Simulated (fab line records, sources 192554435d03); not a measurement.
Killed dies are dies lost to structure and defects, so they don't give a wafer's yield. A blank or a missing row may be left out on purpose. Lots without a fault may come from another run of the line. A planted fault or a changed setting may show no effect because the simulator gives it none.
Which tool did it? | flow n5_finfet | 12 lots, 36 wafers sampled, at 1 step of a route of 1938

WHAT THE GAUGES READ, wafer by wafer
N5_GATE_CUT_OVL_MEAS_14.
lot  | measured     | on         | GATE_CUT_OVL (nm)
L075 | day 5 02:32  | overlay-01 | -0.1 -0.4 0.2
L078 | day 5 10:19  | overlay-01 | -1.5 -1.1 -0.8
L080 | day 6 01:44  | overlay-01 | -0.8 0.6 0.1
L081 | day 6 06:49  | overlay-02 | 0.0 -0.6 0.2
L083 | day 6 16:30  | overlay-01 | -1.4 -1.0 -1.3
L085 | day 7 07:41  | overlay-02 | -0.1 0.4 0.4
L087 | day 7 18:04  | overlay-02 | 0.0 0.7 -0.4
L089 | day 8 12:16  | overlay-01 | -0.6 0.1 -0.7
L091 | day 8 17:14  | overlay-02 | -1.3 -0.1 -2.4
L093 | day 9 10:04  | overlay-01 | -1.4 -1.4 -0.5
L095 | day 9 20:17  | overlay-02 | -0.5 -0.6 -0.4
L097 | day 10 06:30 | overlay-02 | -1.3 0.1 -0.9

WHICH TOOL RAN EACH LOT (tool, then ch and the chambers of the sampled wafers, then the start)
The record holds no process step before these readings.

THE ANSWER, worked out from the rows above alone
Rule: what is usual is taken from the lots themselves. Put in order of their means at a reading, lots are off if they are a third of the lots or fewer, leave a main group of 4 or more, and stand apart from it by a gap of 3 or more times the standard deviation of the main group's means; of several such gaps the widest counts. A main group whose means are all the same, to the digits that the tables above print for the reading, isn't used. A lot without any number at a reading at which 4 lots or more have one is off too. The other lots that the step has rows for count as sound.
No lot is off at any reading shown: from this, nothing can be told.

WHAT THE SIMULATOR HAD PUT IN
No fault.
